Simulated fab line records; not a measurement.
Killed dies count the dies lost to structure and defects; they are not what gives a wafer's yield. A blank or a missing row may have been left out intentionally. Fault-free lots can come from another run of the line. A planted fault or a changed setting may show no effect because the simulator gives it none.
Matching of chambers | flow nand_harc | NHARC_A_STAIRCASE_ALD_415 on ald_hk-03: 4 sister chambers
The step deposits SiO2, target thk 30 nm, pulse time 6 s, ald cycles 300. 8 wafers are shown with their chamber, then 8 later ones without.

== WAFERS PAIRED WITH THEIR CHAMBERS ==
wafer  | chamber | heater_power_w (W) | heater_power_outer_w (W)
L081.5 | 3       | 512                | 249
L084.1 | 1       | 433                | 255
L084.3 | 2       | 433                | 236
L084.6 | 1       | 434                | 261
L087.2 | 3       | 515                | 264
L087.3 | 0       | 460                | 251
L087.5 | 0       | 464                | 247
L089.2 | 2       | 440                | 239

== WAFERS MISSING THEIR CHAMBER ==
wafer  | heater_power_w (W) | heater_power_outer_w (W)
L089.3 | 474                | 252
L089.4 | 453                | 261
L094.1 | 438                | 265
L094.2 | 428                | 233
L094.4 | 492                | 259
L093.1 | 433                | 236
L093.4 | 498                | 262
L093.6 | 485                | 261

== THE CHAMBER EACH PASSED THROUGH ==
wafer  | from the rows above     | in truth
L089.3 | 0                       | 0
L089.4 | 0                       | 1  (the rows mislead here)
L094.1 | 1                       | 1
L094.2 | can't be placed: 2 or 1 | 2
L094.4 | 3                       | 3
L093.1 | 2                       | 2
L093.4 | 3                       | 3
L093.6 | can't be placed: 0 or 3 | 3
Correct placement for 5 of the 8. From these rows, 2 cannot be placed; in 2 the true chamber is one of the candidates. 1 placed wrongly.
How it was worked out, from the rows above alone: a wafer's distance from a chamber is the root of the sum, over the readings, of the square of ((its reading less the chamber's mean) divided by the reading's scatter). The wafer belongs to the nearest chamber; if the next one is less than 2 further off, it can't be placed. For every chamber, the mean is computed from those of its wafers that are shown. The scatter: take each reading less its chamber's mean, square it, sum over the shown wafers, divide by the number of wafers less the number of chambers, and take the root.
